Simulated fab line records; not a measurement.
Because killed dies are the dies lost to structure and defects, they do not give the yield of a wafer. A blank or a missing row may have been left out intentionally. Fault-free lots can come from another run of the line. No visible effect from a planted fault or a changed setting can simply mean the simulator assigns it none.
Matching of chambers -- flow nand-harc -- NHARC_P_CONTACT_CMP_24 on cmp-04 has 4 sister chambers
The step polishes, t overpolish 30 s, target thk 200 nm. 14 wafers are shown with their chamber, then 6 later ones without.

WAFERS, EACH WITH ITS CHAMBER
wafer,chamber,motor-current-A (A),overpolish-run-s (s),slurry-flow-ml-min
L607.1,1,11.5,29.995,150.0
L607.2,2,11.6,30.014,149.7
L607.5,1,11.4,30.001,150.6
L609.1,2,10.7,29.996,150.1
L609.5,1,11.6,29.997,149.4
L609.6,0,11.7,29.997,150.5
L612.4,3,12.7,29.991,149.3
L612.6,0,12.3,29.993,149.6
L614.4,1,12.6,30.016,150.3
L614.5,0,11.2,30.002,149.8
L614.6,1,11.2,29.998,150.6
L621.2,0,11.6,29.987,149.9
L621.3,2,10.7,30.004,149.1
L621.6,0,11.6,29.999,148.8

SIGNATURES (means of the wafers above)
reading,chamber 0,chamber 1,chamber 2,chamber 3,scatter within a chamber
motor-current-A,11.680,11.660,11.000,12.700,0.486
overpolish-run-s,29.99560,30.00140,30.00467,29.99100,0.00764
slurry-flow-ml-min,149.720,150.180,149.633,149.300,0.55
Rule: a wafer lies at a distance from a chamber equal to the root of the sum of squares, over the readings, of (its reading less the chamber's mean, divided by the reading's scatter). The wafer belongs to the nearest chamber; if the next one is less than 2 further off, it can't be placed. The scatter is the square root of a quotient: the sum, over the shown wafers, of each reading's squared deviation from its chamber's mean, divided by wafers minus chambers.

WAFERS WHOSE CHAMBER IS MISSING
wafer,motor-current-A (A),overpolish-run-s (s),slurry-flow-ml-min
L623.1,11.5,30.001,149.8
L623.4,11.6,29.996,150.2
L623.6,12.7,30.009,149.9
L629.2,11.6,30.010,150.4
L629.3,12.9,29.990,150.4
L629.6,11.4,30.011,150.1

CHAMBER TAKEN BY EACH
wafer,from the rows above,in truth
L623.1,can't be placed: 1 or 0 or 2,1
L623.4,can't be placed: 1 or 0 or 2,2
L623.6,can't be placed: 1 or 3 or 0 or 2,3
L629.2,can't be placed: 1 or 2 or 0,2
L629.3,can't be placed: 3 or 0 or 1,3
L629.6,can't be placed: 1 or 2 or 0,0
Placed correctly: 0 of 6. Not placeable from these rows: 6 (in 6, the candidates include the true chamber). Placed wrongly: 0.
